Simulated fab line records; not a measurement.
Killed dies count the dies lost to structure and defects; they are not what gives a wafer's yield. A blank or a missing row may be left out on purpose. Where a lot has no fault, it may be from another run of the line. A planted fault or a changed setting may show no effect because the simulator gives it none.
Which tool did it? :: flow n5_finfet :: 29 wafers from 11 lots sampled at 4 of the route's 1938 steps

== WHAT THE GAUGES SHOWED, per wafer ==
N5_BEOL_M4_RC_MEAS_101.
lot: L665
measured: day 8 02:04
on: prober-02
DIBL_N (mV/V): 37.3 37.3 37.4
DIBL_P (mV/V): 38 40 38
IOFF_N (nA/um): 0.18 0.19 0.18
IOFF_P (nA/um): 0.23 0.27 0.22
ION_N (uA/um): 677 675 676
ION_P (uA/um): 459 465 460
REXT_N (ohm.um): 74.2 73.6 73.9
REXT_P (ohm.um): 102.1 100.1 103.0
SS_N (mV/dec): 72.0 72.5 72.6
SS_P (mV/dec): 73.5 74.2 73.8
VT_N (mV): 250 248 255
VT_N_LVT (mV): 100 99 102
VT_P (mV): -250 -248 -252
VT_P_LVT (mV): -98 -95 -99

lot: L666
measured: day 8 11:52
on: prober-02
DIBL_N (mV/V): 37.4 35.7
DIBL_P (mV/V): 40 38
IOFF_N (nA/um): 0.18 0.14
IOFF_P (nA/um): 0.24 0.19
ION_N (uA/um): 675 666
ION_P (uA/um): 466 463
REXT_N (ohm.um): 78.7 75.3
REXT_P (ohm.um): 99.9 97.9
SS_N (mV/dec): 71.5 71.5
SS_P (mV/dec): 73.8 73.9
VT_N (mV): 248 254
VT_N_LVT (mV): 96 101
VT_P (mV): -248 -252
VT_P_LVT (mV): -98 -101

lot: L667
measured: day 8 20:26
on: prober-01
DIBL_N (mV/V): 35.7 33.3 37.1
DIBL_P (mV/V): 36 34 38
IOFF_N (nA/um): 0.15 0.11 0.18
IOFF_P (nA/um): 0.19 0.17 0.24
ION_N (uA/um): 673 651 669
ION_P (uA/um): 458 455 461
REXT_N (ohm.um): 76.7 78.3 76.7
REXT_P (ohm.um): 107.8 107.1 106.4
SS_N (mV/dec): 71.9 70.6 71.6
SS_P (mV/dec): 72.4 71.8 73.8
VT_N (mV): 253 255 248
VT_N_LVT (mV): 99 103 95
VT_P (mV): -250 -253 -249
VT_P_LVT (mV): -98 -100 -95

lot: L668
measured: day 8 20:35
on: prober-02
DIBL_N (mV/V): 37.5 41.0 37.7
DIBL_P (mV/V): 38 43 38
IOFF_N (nA/um): 0.19 0.31 0.18
IOFF_P (nA/um): 0.24 0.37 0.25
ION_N (uA/um): 679 711 683
ION_P (uA/um): 463 480 469
REXT_N (ohm.um): 74.1 77.0 77.0
REXT_P (ohm.um): 102.4 104.1 103.3
SS_N (mV/dec): 71.3 72.8 72.1
SS_P (mV/dec): 73.4 75.0 73.4
VT_N (mV): 249 238 248
VT_N_LVT (mV): 95 85 95
VT_P (mV): -248 -242 -247
VT_P_LVT (mV): -94 -89 -93

lot: L669
measured: day 8 23:56
on: prober-02
DIBL_N (mV/V): 31.0 33.5 33.7
DIBL_P (mV/V): 28 33 35
IOFF_N (nA/um): 0.08 0.12 0.13
IOFF_P (nA/um): 0.12 0.18 0.19
ION_N (uA/um): 644 679 672
ION_P (uA/um): 452 467 462
REXT_N (ohm.um): 75.0 76.5 77.1
REXT_P (ohm.um): 99.5 99.0 100.8
SS_N (mV/dec): 70.6 69.8 70.2
SS_P (mV/dec): 70.8 72.5 73.0
VT_N (mV): 259 253 250
VT_N_LVT (mV): 107 100 97
VT_P (mV): -255 -251 -250
VT_P_LVT (mV): -103 -99 -99

lot: L671
measured: day 10 05:40
on: prober-02
DIBL_N (mV/V): 35.9 37.2 33.6
DIBL_P (mV/V): 37 37 34
IOFF_N (nA/um): 0.16 0.19 0.11
IOFF_P (nA/um): 0.20 0.20 0.17
ION_N (uA/um): 667 680 659
ION_P (uA/um): 459 461 451
REXT_N (ohm.um): 73.7 73.2 73.2
REXT_P (ohm.um): 104.9 105.6 103.4
SS_N (mV/dec): 72.3 72.0 70.9
SS_P (mV/dec): 73.8 73.0 73.0
VT_N (mV): 251 249 255
VT_N_LVT (mV): 100 99 105
VT_P (mV): -252 -251 -254
VT_P_LVT (mV): -99 -100 -103

lot: L676
measured: day 11 13:14
on: prober-02
DIBL_N (mV/V): 28.2 34.5
DIBL_P (mV/V): 29 34
IOFF_N (nA/um): 0.07 0.14
IOFF_P (nA/um): 0.08 0.17
ION_N (uA/um): 596 672
ION_P (uA/um): 403 453
REXT_N (ohm.um): 96.1 74.6
REXT_P (ohm.um): 128.3 99.1
SS_N (mV/dec): 69.8 71.0
SS_P (mV/dec): 72.1 72.5
VT_N (mV): 262 248
VT_N_LVT (mV): 111 96
VT_P (mV): -269 -255
VT_P_LVT (mV): -115 -101

lot: L680
measured: day 11 23:17
on: prober-02
DIBL_N (mV/V): 29.5 37.9
DIBL_P (mV/V): 32 40
IOFF_N (nA/um): 0.07 0.19
IOFF_P (nA/um): 0.09 0.24
ION_N (uA/um): 615 689
ION_P (uA/um): 420 471
REXT_N (ohm.um): 96.1 74.3
REXT_P (ohm.um): 132.1 101.5
SS_N (mV/dec): 70.6 72.1
SS_P (mV/dec): 72.7 74.0
VT_N (mV): 264 248
VT_N_LVT (mV): 113 97
VT_P (mV): -267 -248
VT_P_LVT (mV): -114 -98

lot: L681
measured: day 12 19:59
on: prober-01
DIBL_N (mV/V): 30.8 34.4
DIBL_P (mV/V): 31 34
IOFF_N (nA/um): 0.08 0.12
IOFF_P (nA/um): 0.09 0.16
ION_N (uA/um): 600 658
ION_P (uA/um): 407 449
REXT_N (ohm.um): 104.4 79.1
REXT_P (ohm.um): 130.9 100.5
SS_N (mV/dec): 70.5 71.9
SS_P (mV/dec): 72.6 72.4
VT_N (mV): 263 255
VT_N_LVT (mV): 109 102
VT_P (mV): -269 -254
VT_P_LVT (mV): -114 -102

lot: L683
measured: day 13 00:09
on: prober-02
DIBL_N (mV/V): 37.6 35.7 37.4
DIBL_P (mV/V): 37 34 36
IOFF_N (nA/um): 0.19 0.16 0.20
IOFF_P (nA/um): 0.24 0.21 0.24
ION_N (uA/um): 683 667 685
ION_P (uA/um): 463 462 466
REXT_N (ohm.um): 75.0 73.8 73.6
REXT_P (ohm.um): 96.1 94.9 95.7
SS_N (mV/dec): 72.1 71.5 72.0
SS_P (mV/dec): 73.9 73.3 73.8
VT_N (mV): 249 249 244
VT_N_LVT (mV): 93 96 94
VT_P (mV): -249 -250 -250
VT_P_LVT (mV): -96 -97 -94

lot: L687
measured: day 14 05:08
on: prober-02
DIBL_N (mV/V): 36.5 36.5 36.0
DIBL_P (mV/V): 37 39 37
IOFF_N (nA/um): 0.18 0.19 0.15
IOFF_P (nA/um): 0.22 0.27 0.20
ION_N (uA/um): 681 690 677
ION_P (uA/um): 462 476 461
REXT_N (ohm.um): 72.5 74.0 71.6
REXT_P (ohm.um): 101.8 98.5 99.6
SS_N (mV/dec): 72.6 72.7 72.3
SS_P (mV/dec): 73.0 74.0 73.7
VT_N (mV): 250 247 253
VT_N_LVT (mV): 96 95 100
VT_P (mV): -249 -247 -253
VT_P_LVT (mV): -97 -93 -100

== WHAT TOOL EACH LOT RAN ON (gives the tool, then ch and the chambers of the sampled wafers, and finally the start) ==
lot: L665
N5_SPACER0_ALD_08: ald_sin-02 ch 1,2,3, day 3 07:58
N5_BEOL_M4_SPUTTER_94: pvd_sputter-03, day 8 00:26
N5_BEOL_M4_CO_CAP_55: cvd_co-01 ch 0,2, day 8 01:31

lot: L666
N5_SPACER0_ALD_08: ald_sin-03 ch 1, day 3 13:53
N5_BEOL_M4_SPUTTER_94: pvd_sputter-03, day 8 10:14
N5_BEOL_M4_CO_CAP_55: cvd_co-01 ch 0,2, day 8 11:19

lot: L667
N5_SPACER0_ALD_08: ald_sin-01 ch 0,1, day 3 17:58
N5_BEOL_M4_SPUTTER_94: pvd_sputter-02, day 8 19:07
N5_BEOL_M4_CO_CAP_55: cvd_co-01 ch 1,2, day 8 20:11

lot: L668
N5_SPACER0_ALD_08: ald_sin-02 ch 0,2,3, day 4 00:11
N5_BEOL_M4_SPUTTER_94: pvd_sputter-03, day 8 19:15
N5_BEOL_M4_CO_CAP_55: cvd_co-01 ch 0,1, day 8 20:20

lot: L669
N5_SPACER0_ALD_08: ald_sin-01 ch 2,3, day 4 09:46
N5_BEOL_M4_SPUTTER_94: pvd_sputter-02, day 8 22:28
N5_BEOL_M4_CO_CAP_55: cvd_co-02 ch 0,1,2, day 8 23:33

lot: L671
N5_SPACER0_ALD_08: ald_sin-01 ch 0,3, day 4 18:21
N5_BEOL_M4_SPUTTER_94: pvd_sputter-01, day 10 04:03
N5_BEOL_M4_CO_CAP_55: cvd_co-01 ch 0,1, day 10 05:26

lot: L676
N5_SPACER0_ALD_08: ald_sin-02 ch 0,1, day 6 02:15
N5_BEOL_M4_SPUTTER_94: pvd_sputter-01, day 11 11:55
N5_BEOL_M4_CO_CAP_55: cvd_co-02 ch 1,2, day 11 13:00

lot: L680
N5_SPACER0_ALD_08: ald_sin-02 ch 0,3, day 7 02:19
N5_BEOL_M4_SPUTTER_94: pvd_sputter-01, day 11 21:23
N5_BEOL_M4_CO_CAP_55: cvd_co-01 ch 0,2, day 11 22:28

lot: L681
N5_SPACER0_ALD_08: ald_sin-02 ch 1,3, day 7 07:52
N5_BEOL_M4_SPUTTER_94: pvd_sputter-03, day 12 18:05
N5_BEOL_M4_CO_CAP_55: cvd_co-01 ch 0,1, day 12 19:10

lot: L683
N5_SPACER0_ALD_08: ald_sin-01 ch 0,2,3, day 7 21:13
N5_BEOL_M4_SPUTTER_94: pvd_sputter-01, day 12 22:31
N5_BEOL_M4_CO_CAP_55: cvd_co-02 ch 1,2, day 12 23:36

lot: L687
N5_SPACER0_ALD_08: ald_sin-03 ch 0,1,3, day 8 20:20
N5_BEOL_M4_SPUTTER_94: pvd_sputter-03, day 14 03:49
N5_BEOL_M4_CO_CAP_55: cvd_co-01 ch 1,2, day 14 04:53
- N5_SPACER0_ALD_08: deposits SiNx, target thk 2 nm.
- N5_BEOL_M4_SPUTTER_94: material Cu, target thk 4.5 nm, time 8.29 s.
- N5_BEOL_M4_CO_CAP_55: material Co, precursor CCTBA/H2, target thk 2 nm, time 102.1 s.

== WHAT THE TOOLS THEMSELVES READ (means of the sampled wafers that have a number; where no wafer has one, the mark that the record gives instead) ==
N5_SPACER0_ALD_08.
lot: L665
tool: ald_sin-02
heater_power_w (W): 790
susceptor_temp_C (C): 400.01

lot: L666
tool: ald_sin-03
heater_power_w (W): 834
susceptor_temp_C (C): 400.21

lot: L667
tool: ald_sin-01
heater_power_w (W): 908
susceptor_temp_C (C): 399.76

lot: L668
tool: ald_sin-02
heater_power_w (W): 737
susceptor_temp_C (C): 399.91

lot: L669
tool: ald_sin-01
heater_power_w (W): 829
susceptor_temp_C (C): 400.07

lot: L671
tool: ald_sin-01
heater_power_w (W): 901
susceptor_temp_C (C): 400.04

lot: L676
tool: ald_sin-02
heater_power_w (W): 918
susceptor_temp_C (C): 400.10

lot: L680
tool: ald_sin-02
heater_power_w (W): 776
susceptor_temp_C (C): 399.75

lot: L681
tool: ald_sin-02
heater_power_w (W): 863
susceptor_temp_C (C): 400.09

lot: L683
tool: ald_sin-01
heater_power_w (W): 878
susceptor_temp_C (C): 400.09

lot: L687
tool: ald_sin-03
heater_power_w (W): 932
susceptor_temp_C (C): 399.94

N5_BEOL_M4_SPUTTER_94.
lot: L665
tool: pvd_sputter-03
susceptor_temp_C (C): -19.97
throttle_valve_pct (%): 28.6

lot: L666
tool: pvd_sputter-03
susceptor_temp_C (C): -19.95
throttle_valve_pct (%): 29.4

lot: L667
tool: pvd_sputter-02
susceptor_temp_C (C): -19.96
throttle_valve_pct (%): 29.9

lot: L668
tool: pvd_sputter-03
susceptor_temp_C (C): -20.05
throttle_valve_pct (%): 30.7

lot: L669
tool: pvd_sputter-02
susceptor_temp_C (C): -19.94
throttle_valve_pct (%): 30.0

lot: L671
tool: pvd_sputter-01
susceptor_temp_C (C): -20.00
throttle_valve_pct (%): 29.7

lot: L676
tool: pvd_sputter-01
susceptor_temp_C (C): -20.04
throttle_valve_pct (%): 29.5

lot: L680
tool: pvd_sputter-01
susceptor_temp_C (C): -20.09
throttle_valve_pct (%): 29.6

lot: L681
tool: pvd_sputter-03
susceptor_temp_C (C): -19.98
throttle_valve_pct (%): 28.5

lot: L683
tool: pvd_sputter-01
susceptor_temp_C (C): -19.93
throttle_valve_pct (%): 30.7

lot: L687
tool: pvd_sputter-03
susceptor_temp_C (C): -20.08
throttle_valve_pct (%): 29.6

N5_BEOL_M4_CO_CAP_55.
lot: L665
tool: cvd_co-01
heater_power_w (W): 247
susceptor_temp_C (C): 200.03

lot: L666
tool: cvd_co-01
heater_power_w (W): 248
susceptor_temp_C (C): 199.96

lot: L667
tool: cvd_co-01
heater_power_w (W): 271
susceptor_temp_C (C): 200.06

lot: L668
tool: cvd_co-01
heater_power_w (W): 273
susceptor_temp_C (C): 199.94

lot: L669
tool: cvd_co-02
heater_power_w (W): 222
susceptor_temp_C (C): 200.07

lot: L671
tool: cvd_co-01
heater_power_w (W): 278
susceptor_temp_C (C): 200.17

lot: L676
tool: cvd_co-02
heater_power_w (W): 220
susceptor_temp_C (C): 200.09

lot: L680
tool: cvd_co-01
heater_power_w (W): 253
susceptor_temp_C (C): 199.88

lot: L681
tool: cvd_co-01
heater_power_w (W): 270
susceptor_temp_C (C): 200.14

lot: L683
tool: cvd_co-02
heater_power_w (W): 223
susceptor_temp_C (C): 200.31

lot: L687
tool: cvd_co-01
heater_power_w (W): 286
susceptor_temp_C (C): 200.00

== THE ANSWER, worked out from the rows above alone ==
Rule: usual is defined by the lots themselves. The widest of any qualifying gaps counts: lots, ordered by their means at a reading, are off when they make up no more than a third of the lots, leave a main group of 4 or more, and stand apart from it by 3 or more times the standard deviation of that group's means. A main group is skipped when, at the precision printed for the reading in the tables above, its means are all equal. A lot without any number at a reading at which 4 lots or more have one is off too. The other lots that the step has rows for count as sound. The gauges are gone through in route order, then the tools' own readings, and for those a lot's mean is taken as printed above. At the first step where some lot is off, the reading lying furthest off is the one used; lots without a number count as furthest.
Off: at N5_BEOL_M4_RC_MEAS_101 (REXT_N), L676, L680, L681. The main group: mean 75.1 ohm.um, standard deviation 1.6.
If a tool, at a process step before that reading, ran all the lots that are off and no sound lot after the first of them, it fits. Those tools and the gauges at N5_BEOL_M4_RC_MEAS_101 are tried in the same way. One candidate fits, namely ald_sin-02 at N5_SPACER0_ALD_08. A fault onset in the window from L668 (day 4 00:11, its last sound lot) to L676 (day 6 02:15, its first lot off) fits.

== WHAT THE SIMULATOR HAD INSERTED ==
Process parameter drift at N5_SPACER0_ALD_08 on ald_sin-02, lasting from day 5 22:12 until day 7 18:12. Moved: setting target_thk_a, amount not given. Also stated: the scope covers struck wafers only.
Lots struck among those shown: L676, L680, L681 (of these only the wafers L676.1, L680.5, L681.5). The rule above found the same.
